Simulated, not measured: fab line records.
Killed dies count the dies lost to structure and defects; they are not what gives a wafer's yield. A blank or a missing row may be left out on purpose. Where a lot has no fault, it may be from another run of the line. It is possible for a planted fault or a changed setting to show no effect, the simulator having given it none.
fab line records	flow n5_finfet
[record] lots = 24	wafers = 72	last_day = 18
route steps=1938 shown BEOL_M12@1616 BEOL_M13@1671
lots with no fault: from the same line, run without faults
start_h: hours from the record's opening day to when the first of the lot's shown wafers began	wait_h: hours from the lot's prior step to this one	" identical to the entry in the row above	L1.1+2: one row covering several wafers at once	- either no value or no given start	* or withheld: withheld	< > ~ a bound
route shown NAME@n: NAME is a module with steps in the file, n the number in the route of the first one	usual: mean/standard deviation taken from wafers without a fault	same: alike in all rows	chamber/n: place in a boat	sites: each site's reading	_std_site: standard deviation of those values	_edge_site: inner sites' mean taken away from outer sites' mean	radius_mm: how far each site lies from the wafer's centre	mask NAME#n: copy n	behind: the last tool/chamber to shape the wafer	hold: the reason the lot was held/the length of the hold in hours/how it ended	device: the transistor (n, p or np) that didn't switch	end of line: the tests these same wafers got at the end of their route	a step without rows: its recipe alone	killed: at the first sort, the dies lost to defects and structure; wafer yield is something else	map: a wafer's dies, x killed, . not, _ none there
set.NAME: setting as actually run; set.NAME@STEP: the setting as run at that earlier step	model.NAME: the simulator's own value behind a step, which no gauge read
route steps across a sampled set of lots; one table per step, one row per wafer
services: from which hour (start_h, from the record's first day; less than 0 if before it) a tool's chamber was out of use, for how many hours, and why
[[steps]]
[step N5_BEOL_M12_ETCH_59]
[recipe] chemistry = N2/H2	target = BARC	target_depth_a = 890	overetch_a = 267	time_s = 67.9	ion_energy_ev = 200	pressure_mtorr = 30	source_w = 840	bias_w = 150	n2_flow_sccm = 200	h2_flow_sccm = 200
[usual] drypump_motor_current_A = 5.8/0.41	oes_product_au = 0.67/0.059	rf_vpp_V = 524.3/2.2	showerhead_plenum_p_Torr = 2.55/0.077	throttle_valve_pct = 17.9/0.31
lot.wafer	tool	chamber	start_h	wait_h	drypump_motor_current_A	oes_product_au	rf_hours_counter_h	rf_vpp_V	showerhead_plenum_p_Torr	throttle_valve_pct
L074.1	rie_diel-03	2	236.30	0.0	5.6	0.67	124	527.8	2.66	18.0
L074.4	"	0	"	"	6.0	0.60	241	525.9	2.61	18.3
L074.5	"	0	"	"	6.0	0.60	-	525.8	2.61	18.3
L076.1	rie_diel-03	0	252.66	0.0	6.0	0.59	247	525.8	2.61	18.3
L076.3	"	2	"	"	5.7	0.67	130	527.7	2.66	18.0
L076.5	"	1	"	"	5.8	0.73	-	527.4	2.68	17.5
L078.1	rie_diel-01	1	268.13	0.0	5.5	0.67	138	524.3	2.55	17.5
L078.4	"	3	"	"	6.1	0.73	35	521.9	2.48	17.4
L078.5	"	0	"	"	5.5	0.71	-	522.1	2.48	18.3
L075.3	rie_diel-06	0	271.78	0.0	5.8	0.63	168	524.6	2.54	18.0
L075.5	"	2	"	"	6.9	0.62	-	523.0	2.51	18.2
L075.6	"	0	"	"	5.8	0.63	-	523.3	2.54	18.0
L077.1	rie_diel-06	0	278.78	0.0	5.8	0.62	171	524.8	2.54	18.0
L077.5	"	0	"	"	5.8	0.63	-	524.8	2.54	18.0
L077.6	"	3	"	"	5.5	0.68	-	523.3	2.55	17.8
L083.1	rie_diel-06	2	292.83	0.0	6.9	0.61	220	522.1	2.50	18.2
L083.2	"	0	"	"	5.8	0.62	178	523.4	2.54	18.0
L083.5	"	2	"	"	6.8	0.61	-	523.7	2.50	18.2
L079.2	rie_diel-03	0	299.19	0.0	6.0	0.82	7	525.7	2.60	17.9
L079.4	"	1	"	"	5.8	0.72	-	528.3	2.67	17.5
L079.6	"	2	"	"	5.6	0.65	-	527.6	2.65	18.0
L080.1	rie_diel-03	3	305.76	0.0	5.1	0.84	2	528.0	2.71	17.7
L080.2	"	0	"	"	6.0	0.82	10	526.3	2.60	17.9
L080.5	"	1	"	"	5.8	0.71	-	527.8	2.67	17.5
L081.1	rie_diel-01	3	306.18	0.0	6.1	0.72	48	522.4	2.48	17.4
L081.2	"	2	"	"	5.9	0.60	231	525.9	2.63	18.3
L081.5	"	2	"	"	5.9	0.59	-	526.6	2.63	18.3
L084.1	rie_diel-01	1	315.99	0.0	5.5	0.65	154	524.4	2.54	17.6
L084.4	"	2	"	"	5.9	0.59	234	525.9	2.62	18.3
L084.5	"	1	"	"	5.5	0.66	-	523.9	2.54	17.6
L082.2	rie_diel-01	1	318.28	0.0	5.5	0.66	155	523.7	2.54	17.6
L082.4	"	2	"	"	5.9	0.60	235	525.8	2.62	18.3
L082.5	"	1	"	"	5.5	0.66	-	523.5	2.54	17.6
L087.3	rie_diel-06	3	323.54	0.0	5.4	0.67	138	524.0	2.55	17.8
L087.5	"	3	"	"	5.4	0.67	-	522.9	2.55	17.8
L087.6	"	0	"	"	5.8	0.61	-	522.7	2.53	18.0
L085.2	rie_diel-06	2	328.46	0.0	6.8	0.60	234	522.3	2.50	18.3
L085.5	"	1	"	"	5.8	0.66	-	520.8	2.44	18.2
L085.6	"	2	"	"	6.9	0.61	-	521.6	2.50	18.3
L086.1	rie_diel-01	3	335.49	0.0	6.1	0.70	58	521.8	2.47	17.5
L086.3	"	2	"	"	5.9	0.59	241	524.7	2.62	18.3
L086.4	"	0	"	"	5.5	0.69	87	521.1	2.47	18.4
L088.1	rie_diel-03	3	337.46	0.0	5.1	0.81	14	529.2	2.71	17.7
L088.2	"	2	"	"	5.6	0.65	161	526.8	2.64	18.0
L088.3	"	0	"	"	6.0	0.79	21	525.8	2.59	17.9
L090.1	rie_diel-06	3	341.39	0.0	5.4	0.67	145	524.2	2.54	17.8
L090.4	"	1	"	"	5.8	0.66	-	521.3	2.44	18.2
L090.5	"	0	"	"	5.8	0.62	-	522.8	2.53	18.0
L089.1	rie_diel-06	0	348.25	0.0	5.8	0.61	198	524.0	2.53	18.0
L089.4	"	2	"	"	6.8	0.60	240	523.7	2.50	18.3
L089.6	"	0	"	"	5.8	0.61	-	523.3	2.53	18.0
L091.1	rie_diel-06	1	361.75	0.0	5.8	0.65	142	521.8	2.44	18.3
L091.4	"	0	"	"	5.8	0.61	203	522.0	2.52	18.0
L091.5	"	3	"	"	5.4	0.66	-	523.9	2.54	17.8
L092.1	rie_diel-03	3	362.65	0.0	5.1	0.78	24	528.2	2.70	17.7
L092.4	"	2	"	"	5.7	0.64	171	526.3	2.64	18.0
L092.5	"	3	"	"	5.1	0.79	-	527.6	2.70	17.7
L093.1	rie_diel-01	3	365.53	0.0	6.1	0.70	70	520.9	2.47	17.5
L093.4	"	0	"	"	5.5	0.68	-	522.3	2.47	18.4
L093.6	"	3	"	"	6.1	0.69	-	522.4	2.47	17.5
L096.1	rie_diel-01	0	368.15	0.0	5.5	0.68	101	522.2	2.46	18.4
L096.3	"	1	"	"	5.5	0.64	175	524.2	2.53	17.6
L096.5	"	3	"	"	6.1	0.69	-	522.7	2.47	17.5
L095.3	rie_diel-01	0	375.97	0.0	5.5	0.67	104	521.7	2.46	18.4
L095.5	"	0	"	"	5.5	0.68	-	522.0	2.46	18.4
L095.6	"	1	"	"	5.5	0.64	-	523.2	2.53	17.6
L094.1	rie_diel-03	2	376.70	0.0	5.7	0.64	175	525.7	2.64	18.0
L094.5	"	3	"	"	5.1	0.78	-	527.7	2.70	17.7
L094.6	"	2	"	"	5.6	0.64	-	525.5	2.64	18.0
L097.2	rie_diel-01	2	397.96	0.0	5.9	0.80	9	525.8	2.61	17.9
L097.4	"	1	"	"	5.5	0.63	188	522.7	2.53	17.6
L097.6	"	0	"	"	5.5	0.67	-	520.9	2.46	18.4
[step N5_BEOL_M12_INSPECT_30]
[recipe] mode = adi	inspect_instrument = macro
[usual] raw_defect_count = 2.1/1.6
lot.wafer	tool	chamber	start_h	wait_h	raw_defect_count
L074.1	defect_inspect-01	-	237.14	0.0	3
L074.4	"	-	"	"	0
L074.5	"	-	"	"	2
L076.1	defect_inspect-02	-	253.50	0.0	3
L076.3	"	-	"	"	0
L076.5	"	-	"	"	7
L078.1	defect_inspect-01	-	269.09	0.0	0
L078.4	"	-	"	"	0
L078.5	"	-	"	"	4
L075.3	defect_inspect-01	-	272.75	0.0	3
L075.5	"	-	"	"	5
L075.6	"	-	"	"	4
L077.1	defect_inspect-02	-	279.62	0.0	2
L077.5	"	-	"	"	0
L077.6	"	-	"	"	3
L083.1	defect_inspect-02	-	293.67	0.0	2
L083.2	"	-	"	"	2
L083.5	"	-	"	"	1
L079.2	defect_inspect-01	-	300.16	0.0	1
L079.4	"	-	"	"	2
L079.6	"	-	"	"	1
L080.1	defect_inspect-01	-	306.72	0.0	2
L080.2	"	-	"	"	1
L080.5	"	-	"	"	4
L081.1	defect_inspect-02	-	307.02	0.0	2
L081.2	"	-	"	"	2
L081.5	"	-	"	"	3
L084.1	defect_inspect-02	-	316.83	0.0	1
L084.4	"	-	"	"	1
L084.5	"	-	"	"	1
L082.2	defect_inspect-01	-	319.12	0.0	1
L082.4	"	-	"	"	2
L082.5	"	-	"	"	2
L087.3	defect_inspect-02	-	324.50	0.0	1
L087.5	"	-	"	"	4
L087.6	"	-	"	"	2
L085.2	defect_inspect-02	-	329.30	0.0	4
L085.5	"	-	"	"	0
L085.6	"	-	"	"	2
L086.1	defect_inspect-01	-	336.32	0.0	2
L086.3	"	-	"	"	5
L086.4	"	-	"	"	1
L088.1	defect_inspect-02	-	338.43	0.0	1
L088.2	"	-	"	"	0
L088.3	"	-	"	"	1
L090.1	defect_inspect-02	-	342.37	0.0	1
L090.4	"	-	"	"	2
L090.5	"	-	"	"	0
L089.1	defect_inspect-02	-	349.25	0.0	2
L089.4	"	-	"	"	3
L089.6	"	-	"	"	2
L091.1	defect_inspect-02	-	362.59	0.0	3
L091.4	"	-	"	"	2
L091.5	"	-	"	"	1
L092.1	defect_inspect-02	-	363.48	0.0	1
L092.4	"	-	"	"	2
L092.5	"	-	"	"	6
L093.1	defect_inspect-01	-	366.37	0.0	4
L093.4	"	-	"	"	3
L093.6	"	-	"	"	2
L096.1	defect_inspect-01	-	368.99	0.0	0
L096.3	"	-	"	"	2
L096.5	"	-	"	"	0
L095.3	defect_inspect-02	-	376.81	0.0	2
L095.5	"	-	"	"	1
L095.6	"	-	"	"	3
L094.1	defect_inspect-01	-	377.54	0.0	3
L094.5	"	-	"	"	2
L094.6	"	-	"	"	1
L097.2	defect_inspect-02	-	398.94	0.0	2
L097.4	"	-	"	"	3
L097.6	"	-	"	"	3
[step N5_BEOL_M13_INSPECT_12]
[recipe] mode = adi	inspect_instrument = macro
[usual] raw_defect_count = 2/1.3
lot.wafer	tool	chamber	start_h	wait_h	raw_defect_count
L074.1	defect_inspect-01	-	240.78	0.0	1
L074.4	"	-	"	"	3
L074.5	"	-	"	"	2
L076.1	defect_inspect-02	-	259.64	0.0	2
L076.3	"	-	"	"	1
L076.5	"	-	"	"	0
L078.1	defect_inspect-02	-	272.68	0.0	1
L078.4	"	-	"	"	1
L078.5	"	-	"	"	3
L075.3	defect_inspect-02	-	279.01	0.0	1
L075.5	"	-	"	"	1
L075.6	"	-	"	"	0
L077.1	defect_inspect-02	-	283.41	0.0	0
L077.5	"	-	"	"	2
L077.6	"	-	"	"	2
L083.1	defect_inspect-01	-	297.84	0.0	1
L083.2	"	-	"	"	1
L083.5	"	-	"	"	1
L079.2	defect_inspect-01	-	305.56	0.0	2
L079.4	"	-	"	"	3
L079.6	"	-	"	"	1
L080.1	defect_inspect-02	-	310.61	0.0	2
L080.2	"	-	"	"	3
L080.5	"	-	"	"	0
L081.1	defect_inspect-01	-	313.21	0.0	3
L081.2	"	-	"	"	5
L081.5	"	-	"	"	1
L084.1	defect_inspect-02	-	323.22	0.0	5
L084.4	"	-	"	"	3
L084.5	"	-	"	"	1
L082.2	defect_inspect-02	-	323.88	0.0	4
L082.4	"	-	"	"	2
L082.5	"	-	"	"	3
L087.3	defect_inspect-02	-	327.85	0.0	0
L087.5	"	-	"	"	1
L087.6	"	-	"	"	2
L085.2	defect_inspect-01	-	334.23	0.0	2
L085.5	"	-	"	"	2
L085.6	"	-	"	"	1
L086.1	defect_inspect-02	-	341.00	0.0	0
L086.3	"	-	"	"	1
L086.4	"	-	"	"	3
L088.1	defect_inspect-01	-	341.88	0.0	1
L088.2	"	-	"	"	2
L088.3	"	-	"	"	6
L090.1	defect_inspect-01	-	347.87	0.0	1
L090.4	"	-	"	"	4
L090.5	"	-	"	"	1
L089.1	defect_inspect-01	-	354.44	0.0	3
L089.4	"	-	"	"	1
L089.6	"	-	"	"	1
L091.1	defect_inspect-01	-	370.83	0.0	4
L091.4	"	-	"	"	5
L091.5	"	-	"	"	4
L092.1	defect_inspect-01	-	371.07	0.0	0
L092.4	"	-	"	"	2
L092.5	"	-	"	"	1
L093.1	defect_inspect-02	-	371.39	0.0	1
L093.4	"	-	"	"	1
L093.6	"	-	"	"	2
L096.1	defect_inspect-02	-	373.98	0.0	1
L096.3	"	-	"	"	0
L096.5	"	-	"	"	4
L095.3	defect_inspect-02	-	380.80	0.0	2
L095.5	"	-	"	"	4
L095.6	"	-	"	"	2
L094.1	defect_inspect-02	-	382.07	0.0	3
L094.5	"	-	"	"	0
L094.6	"	-	"	"	3
L097.2	defect_inspect-02	-	403.59	0.0	3
L097.4	"	-	"	"	5
L097.6	"	-	"	"	2
[step N5_BEOL_M13_ETCH_59]
[recipe] chemistry = N2/H2	target = BARC	target_depth_a = 890	overetch_a = 267	time_s = 67.9	ion_energy_ev = 200	pressure_mtorr = 30	source_w = 840	bias_w = 150	n2_flow_sccm = 200	h2_flow_sccm = 200
[usual] drypump_motor_current_A = 5.7/0.53	oes_product_au = 0.66/0.079	rf_vpp_V = 524.0/2.5	showerhead_plenum_p_Torr = 2.55/0.088	throttle_valve_pct = 17.94/0.24
lot.wafer	tool	chamber	start_h	wait_h	drypump_motor_current_A	oes_product_au	rf_hours_counter_h	rf_vpp_V	showerhead_plenum_p_Torr	throttle_valve_pct
L074.1	rie_diel-02	3	240.87	0.0	4.8	0.62	206	523.8	2.52	18.15
L074.4	"	1	"	"	5.9	0.77	27	527.9	2.71	17.54
L074.5	"	3	"	"	4.8	0.62	-	523.8	2.52	18.15
L076.1	rie_diel-05	2	259.71	0.0	5.5	0.79	9	521.8	2.50	17.57
L076.3	"	0	"	"	5.4	0.58	236	522.7	2.51	18.09
L076.5	"	3	"	"	5.6	0.61	-	523.4	2.51	18.37
L078.1	rie_diel-04	3	272.85	0.0	5.7	0.81	13	529.0	2.70	17.79
L078.4	"	1	"	"	6.6	0.63	190	520.5	2.42	18.17
L078.5	"	0	"	"	6.1	0.60	-	523.8	2.51	17.93
L075.3	rie_diel-05	0	279.67	0.0	5.4	0.57	242	522.3	2.51	18.08
L075.5	"	2	"	"	5.5	0.78	-	525.3	2.50	17.60
L075.6	"	1	"	"	6.7	0.59	-	523.0	2.50	18.16
L077.1	rie_diel-05	1	283.48	0.0	6.8	0.59	238	522.1	2.50	18.16
L077.5	"	1	"	"	6.8	0.59	-	523.2	2.50	18.16
L077.6	"	2	"	"	5.5	0.76	-	521.4	2.50	17.59
L083.1	rie_diel-02	0	297.91	0.0	6.0	0.59	249	523.0	2.50	18.43
L083.2	"	3	"	"	4.8	0.61	220	522.6	2.52	18.18
L083.5	"	1	"	"	5.9	0.74	-	527.8	2.71	17.59
L079.2	rie_diel-02	3	305.63	0.0	4.7	0.61	223	523.1	2.52	18.18
L079.4	"	3	"	"	4.7	0.61	-	523.7	2.51	18.19
L079.6	"	2	"	"	5.6	0.62	-	524.3	2.54	17.72
L080.1	rie_diel-02	3	310.68	0.0	4.8	0.60	225	523.0	2.51	18.18
L080.2	"	2	"	"	5.6	0.62	174	524.9	2.54	17.72
L080.5	"	3	"	"	4.8	0.61	-	523.3	2.51	18.18
L081.1	rie_diel-02	2	313.28	0.0	5.6	0.62	175	524.5	2.54	17.73
L081.2	"	3	"	"	4.7	0.60	226	523.1	2.51	18.19
L081.5	"	3	"	"	4.8	0.60	-	523.2	2.51	18.20
L084.1	rie_diel-02	1	323.29	0.0	5.9	0.74	53	527.0	2.70	17.59
L084.4	"	0	"	"	6.0	0.83	0	522.3	2.50	18.00
L084.5	"	1	"	"	5.9	0.74	-	527.4	2.70	17.58
L082.2	rie_diel-04	3	323.95	0.0	5.7	0.78	29	528.0	2.70	17.82
L082.4	"	0	"	"	6.1	0.59	224	522.1	2.50	17.97
L082.5	"	3	"	"	5.7	0.78	-	528.4	2.70	17.82
L087.3	rie_diel-05	1	327.92	0.0	6.7	0.58	249	522.6	2.50	18.18
L087.5	"	2	"	"	5.5	0.74	-	520.8	2.49	17.63
L087.6	"	1	"	"	6.8	0.57	-	523.4	2.50	18.19
L085.2	rie_diel-04	0	334.43	0.0	6.1	0.59	228	523.4	2.50	17.96
L085.5	"	0	"	"	6.1	0.58	-	523.6	2.50	17.97
L085.6	"	1	"	"	6.6	0.62	-	520.1	2.42	18.18
L086.1	rie_diel-04	1	341.07	0.0	6.6	0.62	212	520.7	2.42	18.19
L086.3	"	2	"	"	5.5	0.61	218	524.4	2.62	17.97
L086.4	"	0	"	"	6.1	0.59	230	522.8	2.50	17.99
L088.1	rie_diel-04	1	341.95	0.0	6.6	0.62	212	519.9	2.42	18.17
L088.2	"	2	"	"	5.5	0.62	219	525.7	2.62	17.99
L088.3	"	0	"	"	6.1	0.59	231	522.2	2.50	17.97
L090.1	rie_diel-02	2	347.94	0.0	5.6	0.61	188	523.3	2.54	17.74
L090.4	"	1	"	"	5.9	0.73	62	528.0	2.70	17.59
L090.5	"	3	"	"	4.8	0.60	-	523.5	2.51	18.21
L089.1	rie_diel-02	0	354.72	0.0	6.0	0.79	10	522.5	2.50	18.02
L089.4	"	2	"	"	5.6	0.61	190	524.4	2.53	17.76
L089.6	"	1	"	"	5.9	0.73	-	527.5	2.70	17.61
L091.1	rie_diel-04	0	370.90	0.0	6.1	0.59	239	522.6	2.50	17.97
L091.4	"	2	"	"	5.5	0.62	226	525.3	2.62	18.00
L091.5	"	2	"	"	5.5	0.61	-	526.6	2.62	18.00
L092.1	rie_diel-02	0	371.15	0.0	6.0	0.77	16	522.3	2.49	18.02
L092.4	"	3	"	"	4.7	0.59	246	522.1	2.51	18.24
L092.5	"	3	"	"	4.7	0.59	-	521.8	2.51	18.21
L093.1	rie_diel-05	0	371.46	0.0	5.4	0.80	12	523.5	2.50	17.69
L093.4	"	1	"	"	6.8	0.84	-	523.6	2.49	17.71
L093.6	"	0	"	"	5.4	0.79	-	521.7	2.50	17.68
L096.1	rie_diel-02	2	374.05	0.0	5.6	0.61	197	523.0	2.53	17.77
L096.3	"	0	"	"	6.0	0.78	16	521.7	2.50	18.04
L096.5	"	0	"	"	6.1	0.77	-	523.0	2.49	18.05
L095.3	rie_diel-04	3	380.87	0.0	5.6	0.75	47	528.5	2.69	17.86
L095.5	"	2	"	"	5.5	0.60	-	525.0	2.62	18.00
L095.6	"	3	"	"	5.7	0.75	-	527.5	2.69	17.84
L094.1	rie_diel-02	1	382.14	0.0	5.9	0.72	73	526.3	2.69	17.64
L094.5	"	0	"	"	6.0	0.77	-	523.5	2.49	18.02
L094.6	"	1	"	"	5.9	0.72	-	529.9	2.69	17.61
L097.2	rie_diel-04	2	403.69	0.0	5.5	0.61	236	525.0	2.61	18.02
L097.4	"	1	"	"	6.6	0.61	230	518.9	2.41	18.23
L097.6	"	3	"	"	5.7	0.74	-	529.3	2.69	17.87
[step N5_BEOL_M13_ETCH_67]
[recipe] chemistry = CF4	target = SiARC	target_depth_a = 1430	time_s = 238.3	ion_energy_ev = 80	pressure_mtorr = 40	source_w = 545	bias_w = 36	Ar_flow_sccm = 100	cf4_flow_sccm = 100	ends = cleared
[usual] drypump_motor_current_A = 5.8/0.53	etch_rf_on_time_s = 237/3.4	oes_product_au = 0.67/0.087	rf_vpp_V = 183.9/1.2	showerhead_plenum_p_Torr = 2.14/0.067	throttle_valve_pct = 15.68/0.27
lot.wafer	tool	chamber	start_h	wait_h	drypump_motor_current_A	etch_rf_on_time_s	oes_product_au	rf_hours_counter_h	rf_vpp_V	showerhead_plenum_p_Torr	throttle_valve_pct
L074.1	rie_diel-02	0	241.82	0.0	6.0	239	0.59	232	183.5	2.11	16.07
L074.4	"	2	"	"	5.6	237	0.64	154	183.2	2.14	15.44
L074.5	"	2	"	"	5.6	235	0.64	-	182.9	2.14	15.44
L076.1	rie_diel-02	2	260.77	0.0	5.6	237	0.63	159	184.1	2.14	15.45
L076.3	"	0	"	"	6.0	241	0.59	237	183.4	2.11	16.08
L076.5	"	0	"	"	6.0	240	0.59	-	183.4	2.11	16.07
L078.1	rie_diel-04	1	273.92	0.0	6.6	236	0.64	191	183.5	2.05	15.83
L078.4	"	0	"	"	6.1	240	0.59	210	183.8	2.13	15.84
L078.5	"	0	"	"	6.1	242	0.59	-	182.2	2.13	15.84
L075.3	rie_diel-05	1	280.74	0.0	6.7	236	0.59	237	183.3	2.12	15.97
L075.5	"	1	"	"	6.7	235	0.58	-	184.2	2.12	15.96
L075.6	"	2	"	"	5.5	236	0.77	-	183.7	2.10	15.21
L077.1	rie_diel-05	2	284.49	0.0	5.5	237	0.77	17	183.1	2.10	15.21
L077.5	"	0	"	"	5.4	243	0.57	-	184.4	2.11	15.86
L077.6	"	3	"	"	5.6	251	0.58	-	183.1	2.11	16.15
L083.1	rie_diel-04	2	299.05	0.0	5.5	236	0.63	204	185.8	2.21	15.78
L083.2	"	1	"	"	6.6	233	0.64	198	181.7	2.05	15.83
L083.5	"	0	"	"	6.1	238	0.59	-	183.8	2.12	15.87
L079.2	rie_diel-04	2	306.70	0.0	5.5	236	0.62	206	184.0	2.21	15.79
L079.4	"	1	"	"	6.7	237	0.63	200	182.1	2.05	15.84
L079.6	"	2	"	"	5.5	236	0.63	-	184.8	2.21	15.78
L080.1	rie_diel-05	2	311.99	0.0	5.5	236	0.76	25	183.5	2.10	15.23
L080.2	"	1	"	"	6.7	236	0.58	247	182.1	2.11	16.00
L080.5	"	1	"	"	6.7	237	0.57	-	183.9	2.11	15.99
L081.1	rie_diel-04	3	314.22	0.0	5.7	235	0.79	26	186.3	2.27	15.60
L081.2	"	0	"	"	6.1	242	0.58	222	182.7	2.12	15.88
L081.5	"	2	"	"	5.5	238	0.63	-	184.9	2.21	15.79
L084.1	rie_diel-05	0	324.24	0.0	5.4	239	0.56	255	183.2	2.10	15.88
L084.4	"	0	"	"	5.4	238	0.57	-	184.1	2.10	15.86
L084.5	"	2	"	"	5.5	232	0.75	-	182.7	2.10	15.24
L082.2	rie_diel-04	3	325.09	0.0	5.6	232	0.78	29	184.3	2.27	15.61
L082.4	"	1	"	"	6.6	239	0.62	206	182.7	2.04	15.83
L082.5	"	3	"	"	5.7	235	0.78	-	185.6	2.27	15.60
L087.3	rie_diel-05	2	329.02	0.0	5.5	235	0.75	34	184.3	2.10	15.26
L087.5	"	1	"	"	6.7	235	0.58	-	182.3	2.11	15.99
L087.6	"	3	"	"	5.6	247	0.58	-	184.5	2.11	16.17
L085.2	rie_diel-02	1	335.89	0.0	5.9	234	0.74	58	184.4	2.27	15.33
L085.5	"	1	"	"	5.9	235	0.74	-	185.5	2.27	15.33
L085.6	"	2	"	"	5.5	238	0.61	-	183.6	2.13	15.51
L086.1	rie_diel-02	3	342.19	0.0	4.7	238	0.60	236	184.6	2.12	15.95
L086.3	"	2	"	"	5.6	239	0.61	186	183.0	2.13	15.52
L086.4	"	1	"	"	5.9	236	0.73	60	185.4	2.27	15.33
L088.1	rie_diel-02	3	342.90	0.0	4.8	237	0.59	237	184.7	2.12	15.96
L088.2	"	1	"	"	5.9	234	0.73	60	185.2	2.27	15.33
L088.3	"	2	"	"	5.6	236	0.62	186	184.1	2.13	15.50
L090.1	rie_diel-02	0	349.10	0.0	6.0	235	0.80	8	183.9	2.10	15.61
L090.4	"	3	"	"	4.7	235	0.60	238	184.5	2.12	15.96
L090.5	"	2	"	"	5.6	238	0.61	-	183.7	2.13	15.53
L089.1	rie_diel-02	2	355.92	0.0	5.6	238	0.60	191	184.0	2.13	15.51
L089.4	"	3	"	"	4.8	236	0.60	241	184.1	2.12	15.97
L089.6	"	2	"	"	5.6	239	0.60	-	183.1	2.13	15.53
L091.1	rie_diel-05	2	372.36	0.0	5.5	236	0.71	53	183.6	2.09	15.30
L091.4	"	0	"	"	5.4	234	0.81	-	182.9	2.10	15.40
L091.5	"	2	"	"	5.5	236	0.72	-	182.6	2.09	15.28
L092.1	rie_diel-04	1	372.36	0.0	6.6	239	0.61	220	184.0	2.04	15.87
L092.4	"	3	"	"	5.6	235	0.76	45	183.6	2.26	15.64
L092.5	"	1	"	"	6.6	239	0.61	-	182.7	2.04	15.87
L093.1	rie_diel-04	3	372.90	0.0	5.7	233	0.76	45	185.4	2.26	15.64
L093.4	"	0	"	"	6.1	243	0.58	240	183.4	2.11	15.89
L093.6	"	1	"	"	6.6	238	0.61	-	182.4	2.04	15.87
L096.1	rie_diel-05	0	375.00	0.0	5.4	235	0.80	13	183.9	2.10	15.40
L096.3	"	2	"	"	5.5	237	0.72	53	183.3	2.09	15.28
L096.5	"	1	"	"	6.7	234	0.83	-	184.4	2.11	15.48
L095.3	rie_diel-05	0	381.94	0.0	5.4	238	0.79	16	183.1	2.10	15.41
L095.5	"	0	"	"	5.4	236	0.80	-	182.4	2.10	15.39
L095.6	"	1	"	"	6.7	235	0.83	-	182.2	2.11	15.49
L094.1	rie_diel-02	0	383.26	0.0	6.0	238	0.78	19	182.5	2.10	15.62
L094.5	"	2	"	"	5.6	240	0.60	-	183.2	2.13	15.53
L094.6	"	3	"	"	4.7	237	0.59	-	183.5	2.11	15.99
L097.2	rie_diel-04	3	405.71	0.0	5.7	235	0.75	55	186.0	2.26	15.65
L097.4	"	3	"	"	5.7	233	0.75	-	184.4	2.26	15.65
L097.6	"	1	"	"	6.6	237	0.61	-	182.3	2.04	15.91
[step N5_BEOL_M13_PRE_CLEAN_42]
[recipe] gas = H2/He	time_s = 30	temp_c = 250
[usual] heater_power_w = 312/29
lot.wafer	tool	chamber	start_h	wait_h	heater_power_w
L074.1	pvd_sputter-02	-	244.34	0.0	310
L074.4	"	-	"	"	321
L074.5	"	-	"	"	319
L076.1	pvd_sputter-01	-	265.55	0.0	249
L076.3	"	-	"	"	291
L076.5	"	-	"	"	256
L078.1	pvd_sputter-01	-	275.75	0.0	306
L078.4	"	-	"	"	288
L078.5	"	-	"	"	301
L075.3	pvd_sputter-01	-	281.71	0.0	301
L075.5	"	-	"	"	252
L075.6	"	-	"	"	298
L077.1	pvd_sputter-03	-	286.29	0.0	324
L077.5	"	-	"	"	323
L077.6	"	-	"	"	343
L083.1	pvd_sputter-02	-	299.95	0.0	318
L083.2	"	-	"	"	369
L083.5	"	-	"	"	362
L079.2	pvd_sputter-03	-	311.86	0.0	341
L079.4	"	-	"	"	326
L079.6	"	-	"	"	344
L080.1	pvd_sputter-02	-	314.53	0.0	369
L080.2	"	-	"	"	341
L080.5	"	-	"	"	343
L081.1	pvd_sputter-02	-	318.01	0.0	361
L081.2	"	-	"	"	338
L081.5	"	-	"	"	303
L084.1	pvd_sputter-03	-	327.00	0.0	326
L084.4	"	-	"	"	346
L084.5	"	-	"	"	341
L082.2	pvd_sputter-03	-	327.52	0.0	350
L082.4	"	-	"	"	325
L082.5	"	-	"	"	299
L087.3	pvd_sputter-01	-	331.58	0.0	293
L087.5	"	-	"	"	307
L087.6	"	-	"	"	253
L085.2	pvd_sputter-03	-	341.22	0.0	329
L085.5	"	-	"	"	328
L085.6	"	-	"	"	339
L086.1	pvd_sputter-03	-	344.92	0.0	332
L086.3	"	-	"	"	329
L086.4	"	-	"	"	344
L088.1	pvd_sputter-02	-	344.95	0.0	363
L088.2	"	-	"	"	304
L088.3	"	-	"	"	330
L090.1	pvd_sputter-02	-	351.47	0.0	307
L090.4	"	-	"	"	357
L090.5	"	-	"	"	325
L089.1	pvd_sputter-01	-	359.08	0.0	285
L089.4	"	-	"	"	297
L089.6	"	-	"	"	255
L092.1	pvd_sputter-01	-	375.30	0.0	308
L092.4	"	-	"	"	296
L092.5	"	-	"	"	299
L091.1	pvd_sputter-01	-	376.54	0.0	297
L091.4	"	-	"	"	252
L091.5	"	-	"	"	297
L093.1	pvd_sputter-01	-	377.10	0.0	249
L093.4	"	-	"	"	285
L093.6	"	-	"	"	261
L096.1	pvd_sputter-01	-	377.88	0.0	315
L096.3	"	-	"	"	298
L096.5	"	-	"	"	257
L095.3	pvd_sputter-03	-	383.28	0.0	316
L095.5	"	-	"	"	291
L095.6	"	-	"	"	335
L094.1	pvd_sputter-03	-	385.02	0.0	295
L094.5	"	-	"	"	287
L094.6	"	-	"	"	327
L097.2	pvd_sputter-02	-	408.24	0.0	337
L097.4	"	-	"	"	315
L097.6	"	-	"	"	322
[[services]]
tool	chamber	start_h	hours	kind
rie_diel-01	1	247.05	2.6	repair
rie_diel-03	3	247.54	9.3	repair
rie_diel-03	-	267.25	1.6	repair
rie_diel-02	3	267.45	4.0	repair
rie_diel-02	-	275.75	2.8	pm
rie_diel-02	0	303.00	-	clean
rie_diel-02	0	303.00	-	consumable_replace:focus_ring
rie_diel-02	0	303.00	19.1	scheduled_down
rie_diel-02	0	303.00	19.1	vent_cycle
rie_diel-05	0	325.56	-	clean
rie_diel-03	2	330.71	4.4	repair
rie_diel-06	-	370.27	2.8	pm
rie_diel-06	1	389.46	5.7	repair
rie_diel-03	3	390.81	4.9	repair
pvd_sputter-01	-	397.33	2.9	repair
rie_diel-02	3	398.43	8.6	repair
rie_diel-04	0	404.99	-	clean
rie_diel-04	0	404.99	-	consumable_replace:focus_ring
rie_diel-04	0	404.99	14.4	scheduled_down
rie_diel-04	0	404.99	14.4	vent_cycle
rie_diel-02	3	407.07	-	clean
rie_diel-02	3	407.07	-	consumable_replace:focus_ring
rie_diel-02	3	407.07	15.9	scheduled_down
rie_diel-02	3	407.07	15.9	vent_cycle
[[key]]
fault none
